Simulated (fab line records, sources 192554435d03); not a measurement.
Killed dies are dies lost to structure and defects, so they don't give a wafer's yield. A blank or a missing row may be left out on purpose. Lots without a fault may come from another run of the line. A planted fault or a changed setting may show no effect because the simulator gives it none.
Chamber matching | flow n5_finfet | N5_BEOL_M7_ETCH_61 on rie_diel-03: 4 sister chambers
The step etches SiARC in CF4, target depth 45.5 nm, time 75.8 s. 16 wafers are shown with their chamber, then 8 later ones without.

WAFERS WITH THEIR CHAMBER
wafer  | chamber | showerhead_plenum_p_Torr (Torr) | drypump_motor_current_A (A) | throttle_valve_pct (%)
L081.3 | 0       | 2.08                            | 5.9                         | 15.37
L081.5 | 2       | 2.05                            | 6.1                         | 15.75
L081.6 | 1       | 2.14                            | 5.7                         | 15.46
L083.4 | 1       | 2.14                            | 5.7                         | 15.48
L083.5 | 2       | 2.05                            | 6.0                         | 15.74
L083.6 | 3       | 2.21                            | 5.5                         | 15.72
L084.3 | 2       | 2.05                            | 6.0                         | 15.76
L084.4 | 1       | 2.14                            | 5.7                         | 15.49
L084.5 | 2       | 2.05                            | 6.0                         | 15.76
L088.2 | 3       | 2.21                            | 5.5                         | 15.72
L088.4 | 0       | 2.08                            | 5.9                         | 15.37
L088.5 | 0       | 2.08                            | 5.9                         | 15.38
L090.1 | 3       | 2.21                            | 5.5                         | 15.74
L090.3 | 1       | 2.13                            | 5.7                         | 15.49
L090.5 | 1       | 2.13                            | 5.7                         | 15.49
L097.2 | 1       | 2.13                            | 5.7                         | 15.50

SIGNATURES (means of the wafers above)
reading                  | chamber 0 | chamber 1 | chamber 2 | chamber 3 | scatter within a chamber
showerhead_plenum_p_Torr | 2.0800    | 2.1350    | 2.0500    | 2.2100    | 0.00354
drypump_motor_current_A  | 5.900     | 5.700     | 6.025     | 5.500     | 0.025
throttle_valve_pct       | 15.3733   | 15.4850   | 15.7525   | 15.7267   | 0.0114
Rule: a wafer's distance from a chamber is the root of the sum, over the readings, of the square of ((its reading less the chamber's mean) divided by the reading's scatter). The wafer belongs to the nearest chamber; if the next one is less than 2 further off, it can't be placed. The scatter: the root of (the sum of the squares of (reading less its chamber's mean) over the shown wafers, divided by (wafers less chambers)).

WAFERS WITHOUT THEIR CHAMBER
wafer  | showerhead_plenum_p_Torr (Torr) | drypump_motor_current_A (A) | throttle_valve_pct (%)
L097.3 | 2.20                            | 5.5                         | 15.77
L097.5 | 2.20                            | 5.5                         | 15.77
L095.1 | 2.13                            | 5.7                         | 15.52
L095.4 | 2.04                            | 6.0                         | 15.80
L095.5 | 2.20                            | 5.5                         | 15.77
L096.1 | 2.20                            | 5.5                         | 15.78
L096.2 | 2.04                            | 6.0                         | 15.81
L096.5 | 2.13                            | 5.7                         | 15.52

WHICH CHAMBER EACH WENT THROUGH
wafer  | from the rows above | in truth
L097.3 | 3                   | 3
L097.5 | 3                   | 3
L095.1 | 1                   | 1
L095.4 | 2                   | 2
L095.5 | 3                   | 3
L096.1 | 3                   | 3
L096.2 | 2                   | 2
L096.5 | 1                   | 1
Placed correctly: 8 of 8. Can't be placed from these rows: 0. Placed wrongly: 0.
